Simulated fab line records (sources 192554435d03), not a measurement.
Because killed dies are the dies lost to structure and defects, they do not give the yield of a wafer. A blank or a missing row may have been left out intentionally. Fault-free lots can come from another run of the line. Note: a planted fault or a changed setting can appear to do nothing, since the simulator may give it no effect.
Struck lot and sound lot, side by side + flow n5Finfet + 16 steps out of a route of 1938
Sound: the wafers L743.1, L743.4, L743.5. Wafers L741.1, L741.2, L741.4 were the ones struck. At the end, the cause is stated.
Each step with rows lists, per side, the tool, then ch with its chambers, then its first start. Under that, the readings that differ: sound wafers + struck wafers + difference of the means + sigmas: that difference in standard deviations of wafers without a fault.
alike: a reading whose means differ by less than 2 such deviations, as well as words and numbers matching on both sides. not compared: withheld readings; readings where some wafer has no value; bounds like >300 that might hide an equal value; numbers whose values overlap and for which the record gives no deviation.
The two part at a step that has a row with sigmas, a row that says differs or no value, or rows on one side only. Numbers that don't overlap but have no deviation are shown without sigmas and don't part them. Lack of a reading on every wafer of one side parts them only where that side has two or more wafers.

first, 2 steps without rows for these wafers: N5_BEOL_M2_PRECLEAN_42 (cleans in residue remover, time 60 s); N5_BEOL_M2_SRD_43 (time 30 s).
N5_BEOL_M2_CD_MEAS_35: target cd 18 nm, target cd y 22.2 nm.
  struck on cdSem-01, day 10 02:10; sound on cdSem-01, day 10 19:55
  alike: cdNm
N5_BEOL_M2_DEGAS_44: time 60 s.
  struck on pvdSputter-02, day 10 02:31; sound on pvdSputter-01, day 10 20:11
  alike: heaterPowerW
then, 2 steps without rows for these wafers: N5_BEOL_M2_PRE_CLEAN_45 (time 30 s); N5_BEOL_M2_ALD_84 (deposits TaN, pulse time 2 s, purge time 3 s, co reactant purge time 2 s).
N5_BEOL_M2_SURFACE_TREAT_85:
  struck on pvdSputter-02, day 10 02:58; sound on pvdSputter-01, day 10 20:49
  not compared: throttleValvePct
then, 1 step without rows for these wafers: N5_BEOL_M2_CVD_47 (deposits Co from CCTBA/H2, target thk 3 nm, time 223.8 s).
N5_BEOL_M2_SPUTTER_48: material Cu, target thk 4.5 nm, time 8.29 s.
  struck on pvdSputter-01, day 10 03:21; sound on pvdSputter-03, day 10 22:35
| reading              | sound          | struck         | difference | sigmas |
|----------------------|----------------|----------------|------------|--------|
| throttleValvePct (%) | 30.5 31.1 31.1 | 29.7 29.6 29.3 | -1.4       | -2     |
  alike: chamberPressurePa, chuckGasFlowSccm
then, 2 steps without rows for these wafers: N5_BEOL_M2_ANNEAL_49 (time 240 s); N5_BEOL_M2_SPUTTER_79 (material Cu, target thk 4.5 nm, time 8.29 s).
N5_BEOL_M2_ANNEAL_80: time 240 s.
  struck on pvdSputter-01, day 10 03:39; sound on pvdSputter-03, day 10 22:53
  alike: heaterPowerW
N5_BEOL_M2_SPUTTER_81: material Cu, target thk 4.5 nm, time 8.29 s.
  struck on pvdSputter-01, day 10 03:47; sound on pvdSputter-03, day 10 23:01
  no value came back on the struck wafers for chamberPressurePa (Pa), chuckGasFlowSccm (sccm), throttleValvePct (%); on the sound wafers chamberPressurePa (Pa) reads 0.06983 0.06996 0.07003
N5_BEOL_M2_ANNEAL_82: time 240 s.
  struck on pvdSputter-01, day 10 03:52; sound on pvdSputter-03, day 10 23:06
  alike: heaterPowerW
-- record jumps: 4 days separate the struck wafers' starts on either side; left off in module BEOL_M2, taken up again in module BEOL_M4, whose first shown step is the route's number 1111 --
N5_BEOL_M4_RC_MEAS_101:
  sound on prober-01 ch 0, day 14 01:27; struck on prober-02 ch 0, day 13 22:44
| reading        | sound          | struck         | difference | sigmas |
|----------------|----------------|----------------|------------|--------|
| DIBL_N (mV/V)  | 33.5 31.5 32.1 | 41.7 37.4 38.4 | +6.8       | +3     |
| DIBL_P (mV/V)  | 33 31 31       | 42 38 39       | +8         | +2     |
| IOFF_N (nA/um) | 0.12 0.10 0.10 | 0.29 0.19 0.21 | +0.12      | +3     |
| ION_N (uA/um)  | 649 663 642    | 681 692 676    | +32        | +2     |
| SS_P (mV/dec)  | 73.2 72.0 72.7 | 75.0 74.3 74.8 | +2.1       | +2     |
| VT_N (mV)      | 255 255 258    | 245 245 247    | -10        | -3     |
  alike: IOFF_P, ION_P, SS_N, VT_P
-- here the record skips 5 days between the struck wafers' starts before and after, leaving off in module BEOL_M4 and picking up in module PASSIVATION (first step shown: number 1936 of the route) --
N5_PASSIVATION_PROBE_49:
  struck on prober-02, day 18 22:13; sound on prober-02, day 19 02:55
| reading                 | sound       | struck      | difference | sigmas |
|-------------------------|-------------|-------------|------------|--------|
| sort_bin_5_function (%) | 6.3 3.8 4.0 | 6.6 6.6 7.6 | +2.2       | +2     |
  alike: defectLimitedYield, killed_at_M0_to_M3, killed_at_M4_up, killedAtContacts, killedAtFrontEnd, killedAtOther, killedDies, killedOpen, killedShort, sort_bin_4_leakage, sort_bin_6_memory, sort_bin_8_speed, sortNPass, sortYieldPct

## WHERE THEY PART
First at N5_BEOL_M2_SPUTTER_48; last, within this record, at N5_PASSIVATION_PROBE_49.

WHY: whatever the simulator had introduced
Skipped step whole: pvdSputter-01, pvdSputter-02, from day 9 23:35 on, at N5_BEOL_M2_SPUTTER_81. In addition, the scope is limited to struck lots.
